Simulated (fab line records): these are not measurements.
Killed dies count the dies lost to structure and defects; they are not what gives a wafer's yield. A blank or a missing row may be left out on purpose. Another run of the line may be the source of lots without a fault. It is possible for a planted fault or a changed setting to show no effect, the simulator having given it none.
What tool caused it? | flow nand harc | route of 1159 steps, sampled at 1 step: 6 lots, 17 wafers

WHAT THE GAUGES SHOWED, per wafer
NHARC_P_CONTACT_INSPECT_14.
lot  | measured     | on                | raw defect count
L326 | day 6 18:06  | defect inspect-01 | 4 2 4
L328 | day 7 12:16  | defect inspect-02 | 7 2 7
L330 | day 7 20:26  | defect inspect-02 | 0 3 1
L333 | day 8 22:19  | defect inspect-02 | 1 3 3
L338 | day 9 11:23  | defect inspect-01 | 3 2 3
L342 | day 10 16:14 | defect inspect-02 | 3 1

TOOL THAT RAN EACH LOT (tool first, then ch and the chambers of the sampled wafers, then the start)
No process step before these readings appears in the record.

THE ANSWER, worked out from the rows above alone
Rule: the usual values come from the lots themselves. The widest of any qualifying gaps counts: lots, ordered by their means at a reading, are off when they make up no more than a third of the lots, leave a main group of 4 or more, and stand apart from it by 3 or more times the standard deviation of that group's means. A main group whose means are all the same, to the digits that the tables above print for the reading, isn't used. Also off: a lot with no number at a reading for which 4 or more lots have one. Where the step has rows for the other lots, those lots are counted as sound.
None of the lots is off at any reading shown; this tells nothing.

WHAT WAS PUT IN BY THE SIMULATOR
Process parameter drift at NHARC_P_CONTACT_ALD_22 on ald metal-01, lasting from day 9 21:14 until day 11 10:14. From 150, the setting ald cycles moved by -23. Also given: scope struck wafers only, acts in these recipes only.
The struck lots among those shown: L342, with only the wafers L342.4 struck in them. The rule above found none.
